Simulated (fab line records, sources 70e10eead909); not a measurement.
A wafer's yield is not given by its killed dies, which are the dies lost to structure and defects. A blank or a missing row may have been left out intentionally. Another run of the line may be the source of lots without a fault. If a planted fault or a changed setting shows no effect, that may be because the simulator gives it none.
Struck lot and sound lot, side by side + flow nand harc + 14 out of 1302 route steps
Sound: the wafers L661.1, L661.2, L661.4. Wafers struck: L663.2, L663.3, L663.6. The cause comes at the end.
Order at every step that has rows: each side's tool, ch and its chambers, its first start. Under that, the readings that differ: sound wafers + struck wafers + difference of the means + sigmas: that difference in standard deviations of wafers without a fault.
alike: readings with means less than 2 such deviations apart, plus words and numbers identical on both sides. not compared: withheld readings, readings lacking a value on some wafer, bounds such as >300 that could conceal the same value, and numbers that have no deviation in the record and whose values overlap.
The two part at a step that has a row with sigmas, a row that says differs or no value, or rows on one side only. Non-overlapping numbers with no deviation appear without sigmas and do not part them. A reading that every wafer of one side lacks parts them only if that side has two wafers or more.

first, 5 steps without rows for these wafers: NHARC_A_STAIRCASE_EBR_05; NHARC_A_STAIRCASE_EXPOSE_06 (exposes mask STAIR); NHARC_A_STAIRCASE_PEB_07 (peb time 130 s); NHARC_A_STAIRCASE_DEVELOP_08 (time 140 s); NHARC_A_STAIRCASE_HARDBAKE_10 (time 140 s).
NHARC_A_STAIRCASE_DESCUM_11: chemistry O2, time 3 s.
  sound on rie diel-12 ch 0,1,3, day 17 07:53; struck on rie diel-12 ch 0,1, day 17 07:37
  alike: chamber pressure mTorr, drypump motor current A, oes product au, rf vpp V, showerhead plenum p Torr, throttle valve pct
  not compared: rf hours counter h
NHARC_A_STAIRCASE_TRIM_12: chemistry O2, time 211.2 s.
  sound on rie diel-12 ch 0,1,2, day 17 08:02; struck on rie diel-12 ch 0,2,3, day 17 07:43
  alike: chamber pressure mTorr, drypump motor current A, oes product au, rf vpp V, showerhead plenum p Torr, throttle valve pct
  not compared: rf hours counter h
then, 1 step without rows for these wafers: NHARC_A_STAIRCASE_ETCH_13 (etches the open film in C4F8/O2, target depth 100 nm, time 40.5 s).
NHARC_A_STAIRCASE_TRIM_14: chemistry O2, time 211.2 s.
  sound: rie diel-12 ch 0,1,3; struck: rie diel-12 ch 0,1,2
  alike: chamber pressure mTorr, drypump motor current A, oes product au, rf vpp V, showerhead plenum p Torr, throttle valve pct
  not compared: rf hours counter h
NHARC_A_STAIRCASE_ETCH_15: etches the open film in C4F8/O2, target depth 100 nm, time 40.5 s.
  sound: rie diel-12 ch 0,1,2; struck: rie diel-12 ch 0,1,2
  alike: bias w, chamber pressure mTorr, oes product au, rf vpp V
  not compared: rf hours counter h
then, 1 step without rows for these wafers: NHARC_A_STAIRCASE_TRIM_16 (chemistry O2, time 211.2 s).
NHARC_A_STAIRCASE_ETCH_17: etches the open film in C4F8/O2, target depth 100 nm, time 40.5 s.
  sound on rie diel-12 ch 0,2,3, day 17 08:43; struck on rie diel-12 ch 0,1,3, day 17 08:23
  no value came back on the struck wafers for any of 5 readings (bias w (W), chamber pressure mTorr (mTorr) and others); on the sound wafers bias w (W) reads 1001.7 996.8 1002.4
NHARC_A_STAIRCASE_TRIM_18: chemistry O2, time 211.2 s.
  sound: rie diel-12 ch 0,1,2; struck: rie diel-12 ch 0,1,3
| reading                        | sound             | struck            | difference | sigmas |
|--------------------------------|-------------------|-------------------|------------|--------|
| chamber pressure mTorr (mTorr) | 59.97 60.17 60.07 | 59.89 59.98 59.97 | -0.12      | -2     |
  alike: drypump motor current A, oes product au, rf vpp V, showerhead plenum p Torr, throttle valve pct
  not compared: rf hours counter h
-- jump in the record: it breaks off in module A_STAIRCASE and resumes in module END (first step shown: number 1302 of the route), and 9 days separate the struck wafers' starts before and after --
NHARC_END_SORT_01:
  here the record holds rows for the struck wafers (prober-01 ch 0, day 26 01:23) but none for the sound ones

== WHERE THEY PART ==
First at NHARC_A_STAIRCASE_ETCH_17; last, within this record, at NHARC_END_SORT_01.

WHY: what the simulator had put in
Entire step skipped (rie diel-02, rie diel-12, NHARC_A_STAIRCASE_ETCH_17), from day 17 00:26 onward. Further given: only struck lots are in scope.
